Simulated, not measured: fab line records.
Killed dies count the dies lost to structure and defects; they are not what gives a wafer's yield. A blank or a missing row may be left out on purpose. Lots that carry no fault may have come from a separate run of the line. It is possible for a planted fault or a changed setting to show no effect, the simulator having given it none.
Problem report, 8D (eight disciplines) form, completed by code | flow nandHarc | the parts of the form that need people (team, actions taken, sign-off) are left out

## 1. PROBLEM STATEMENT
Mean of killedDies at NHARC_END_SORT_01: 125 across 3 wafers in 3 lots; on wafers with no fault it is 29 (standard deviation 11). Relative to the usual mean, that is a shift of +8.7 standard deviations.
First observed at day 25 09:56: wafer L751.4, on prober-02. The record holds 9 wafers of 3 lots with a number at this step. Rule for "out", or "out of limits": more than 4 standard deviations from the usual mean. The rest of the wafers with a number are treated as sound.

## 2. WHAT THIS IS AND IS NOT
question                    | is                        | is not
which readings at this step | killedDies, killedAtArray | killedAtPeriphery, killedOpen, killedShort
which lots                  | L751, L753, L755          | -
which wafers of those lots  | L751.4, L753.2, L755.6    | L751.1, L751.3, L753.1, L753.3, L755.1, L755.2
read on which gauges        | prober-02                 | -
when                        | from day 25 09:56         | up to then (2 sound wafers); but 4 sound wafers of L753, L755 came after

## 3. SUSPECTS, AND WHAT RULES EACH OUT
Counting: a tool at a process step up to the reading stays a suspect if it ran every lot that is out. Sound lots after the first of them don't rule it out here, since some wafers of a struck lot are sound.
- the gauge at NHARC_END_SORT_01: kept. All the wafers that are out were read on prober-02, and no step on other tools shows them out.
- rieDiel-06 at NHARC_A_CONTACT_ETCH_49 (etches the open film in N2/H2, target depth 260 nm, time 475.3 s): kept. It ran every lot that is out, first L751 (day 20 10:48).
- rieDiel-06, NHARC_A_CONTACT_ETCH_49: wafers that are out in chamber 1, sound lot-mates in chambers 0, 2, 3.
Left after counting: rieDiel-06 at NHARC_A_CONTACT_ETCH_49, prober-02 at NHARC_END_SORT_01.

## 4. THE CAUSE (what the simulator had put in)
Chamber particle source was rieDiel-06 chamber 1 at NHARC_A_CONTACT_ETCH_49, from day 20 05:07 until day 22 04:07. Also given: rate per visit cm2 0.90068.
2 suspects survive the count, and this tool is in that group.

## 5. THE EFFECT CHAIN, in route order
Each row: a reading whose mean over the struck wafers that have a number lies more than 3 standard deviations from the usual. Only readings for which the record gives a usual standard deviation are gone through. hours: the time from each lot's start at the first step in this table that gives one to its start at this step, as a median over the lots. sigmas: the change in usual standard deviations.
hours | step              | reading       | usual | on struck wafers | change | sigmas
0     | NHARC_END_SORT_01 | killedAtArray | 26    | 120              | +94    | +8.6
0     | NHARC_END_SORT_01 | killedDies    | 29    | 125              | +96    | +8.7

## 6. HOW IT WOULD HAVE BEEN CAUGHT EARLIER
In this record the first reading out of limits at a measuring or inspecting step was taken at day 25 09:56, 125 hours after the fault began at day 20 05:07.
Tool readings at NHARC_A_CONTACT_ETCH_49 with a usual standard deviation given in the record: none out on any struck wafer, hence no alarm at a limit of 4 standard deviations on them.
Lots out: 3; all had begun NHARC_A_CONTACT_ETCH_49 on rieDiel-06 by day 25 09:56. Had the tool been put on hold then, not one of them would have been saved.
